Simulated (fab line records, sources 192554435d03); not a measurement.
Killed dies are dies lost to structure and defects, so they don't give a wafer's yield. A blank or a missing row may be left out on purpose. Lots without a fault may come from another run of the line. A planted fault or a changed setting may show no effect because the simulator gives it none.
Chamber matching | flow n5_finfet | N5_BEOL_M10_CURE_72 on uv_cure-01: 3 sister chambers
The step cures SiCOH lowk, time 120 s. 3 wafers are shown with their chamber, then 12 later ones without.

WAFERS WITH THEIR CHAMBER
wafer  | chamber | wafer_temp_C_max
L087.6 | 1       | 371.4
L089.6 | 2       | 371.6
L090.6 | 0       | 371.3

WAFERS WITHOUT THEIR CHAMBER
wafer  | wafer_temp_C_max
L094.1 | 371.4
L094.3 | 371.2
L094.4 | 371.0
L095.2 | 371.3
L095.4 | 371.1
L095.5 | 371.1
L096.1 | 371.9
L096.3 | 371.3
L096.6 | 371.6
L097.3 | 372.6
L097.4 | 372.0
L097.6 | 371.7

WHICH CHAMBER EACH WENT THROUGH
wafer  | from the rows above          | in truth
L094.1 | can't be placed: 1 or 0 or 2 | 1
L094.3 | can't be placed: 0 or 1 or 2 | 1
L094.4 | can't be placed: 0 or 1 or 2 | 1
L095.2 | can't be placed: 0 or 1 or 2 | 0
L095.4 | can't be placed: 0 or 1 or 2 | 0
L095.5 | can't be placed: 0 or 1 or 2 | 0
L096.1 | can't be placed: 2 or 1 or 0 | 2
L096.3 | can't be placed: 0 or 1 or 2 | 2
L096.6 | can't be placed: 2 or 1 or 0 | 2
L097.3 | can't be placed: 2 or 1 or 0 | 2
L097.4 | can't be placed: 2 or 1 or 0 | 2
L097.6 | can't be placed: 2 or 1 or 0 | 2
Placed correctly: 0 of 12. Can't be placed from these rows: 12 (the true chamber is among the candidates in 12). Placed wrongly: 0.
How it was worked out, from the rows above alone: a wafer's distance from a chamber is the root of the sum, over the readings, of the square of ((its reading less the chamber's mean) divided by the reading's scatter). The wafer belongs to the nearest chamber; if the next one is less than 2 further off, it can't be placed. A chamber's mean is the mean of its shown wafers. The scatter: with one shown wafer a chamber, the root of the mean of the squares of how far each hidden wafer lies from its nearest shown one.
